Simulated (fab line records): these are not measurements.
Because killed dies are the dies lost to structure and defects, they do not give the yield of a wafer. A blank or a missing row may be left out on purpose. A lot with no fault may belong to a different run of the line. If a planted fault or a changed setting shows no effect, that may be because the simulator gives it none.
A lot that was struck, set against a sound lot ; flow nand-harc ; 14 steps out of a route of 1302
Sound: wafers L362.2, L362.4, L362.6. Struck: wafers L379.1, L379.3, L379.4. The cause is given at the end.
Each step with rows lists, per side, the tool, then ch with its chambers, then its first start. Under that, the readings that differ: sound wafers ; struck wafers ; difference of the means ; sigmas: that difference in standard deviations of wafers without a fault.
alike: words and numbers the same on both sides, and readings whose means are apart by under 2 such deviations; not compared: readings that were withheld, readings missing a value for some wafer, numbers with overlapping values and no deviation given by the record, and bounds like >300 which may hide the same value.
The two part at a step that has a row with sigmas, a row that says differs or no value, or rows on one side only. Non-overlapping numbers with no deviation appear without sigmas and do not part them. Lack of a reading on every wafer of one side parts them only where that side has two or more wafers.

NHARC_A_SOURCE_PLATE_THK_MEAS_09: measures by ellipsometry.
  struck on film-metro-01, day 14 08:38; sound on film-metro-02, day 6 23:21
  alike: thk-nm
then, 3 steps without rows for these wafers: NHARC_A_SOURCE_PLATE_PVD_04 (deposits WSi2, target thk 50 nm); NHARC_A_SOURCE_PLATE_CVD_03 (deposits poly-Si, target thk 200 nm, time 4000 s); NHARC_A_SOURCE_PLATE_ANNEAL_05 (time 1800 s).
NHARC_A_SOURCE_PLATE_THK_MEAS_06: measures by ellipsometry.
  struck on film-metro-01, day 14 22:14; sound on film-metro-02, day 7 12:20
reading;sound;struck;difference;sigmas
thk-nm (nm);197.7 199.2 199.6;206.3 202.8 201.7;+4.8;+2
NHARC_A_SOURCE_PLATE_INSPECT_08:
  struck on defect-inspect-02, day 14 22:18; sound on defect-inspect-01, day 7 12:25
  alike: raw-defect-count
after that, 1 step with no rows for these wafers: NHARC_A_ONON_D1_DEP_00 (target thk 1000 nm).
NHARC_A_ONON_D1_THK_MEAS_02: measures by ellipsometry.
  struck on film-metro-01, day 14 22:53; sound on film-metro-01, day 7 13:01
reading;sound;struck;difference;sigmas
thk-nm (nm);987 989 989;1011 1008 1011;+22;+2
after that, 1 step with no rows for these wafers: NHARC_A_ONON_D1_DEP_03 (target thk 1000 nm).
NHARC_A_ONON_D1_THK_MEAS_05: measures by ellipsometry.
  struck on film-metro-02, day 14 23:27; sound on film-metro-01, day 7 13:34
reading;sound;struck;difference;sigmas
thk-nm (nm);979 978 979;1012 1013 1013;+34;+3
NHARC_A_ONON_D1_DEP_06: target thk 1000 nm.
  sound on pecvd-onon-04 ch 0, day 7 13:41; struck on pecvd-onon-04 ch 0, day 14 23:30
NHARC_A_ONON_D1_THK_MEAS_08: measures by ellipsometry.
  struck on film-metro-01, day 15 00:01; sound on film-metro-02, day 7 14:08
reading;sound;struck;difference;sigmas
thk-nm (nm);1011 1011 1011;842 841 841;-170;-18
after that, 1 step with no rows for these wafers: NHARC_A_ONON_D1_DEP_09 (target thk 1000 nm).
-- the record jumps here: 17 days lie between the struck wafers' starts before and after (it left off in module A_ONON_D1 and takes up again in module END, whose first step shown is number 1302 of the route) --
NHARC_END_SORT_01:
  only the struck wafers appear in the record here, on prober-01 ch 0 at day 31 17:16; the sound ones have no rows

## WHERE THEY PART
First at NHARC_A_SOURCE_PLATE_THK_MEAS_06; last, within this record, at NHARC_END_SORT_01.

WHY: what had been put in by the simulator
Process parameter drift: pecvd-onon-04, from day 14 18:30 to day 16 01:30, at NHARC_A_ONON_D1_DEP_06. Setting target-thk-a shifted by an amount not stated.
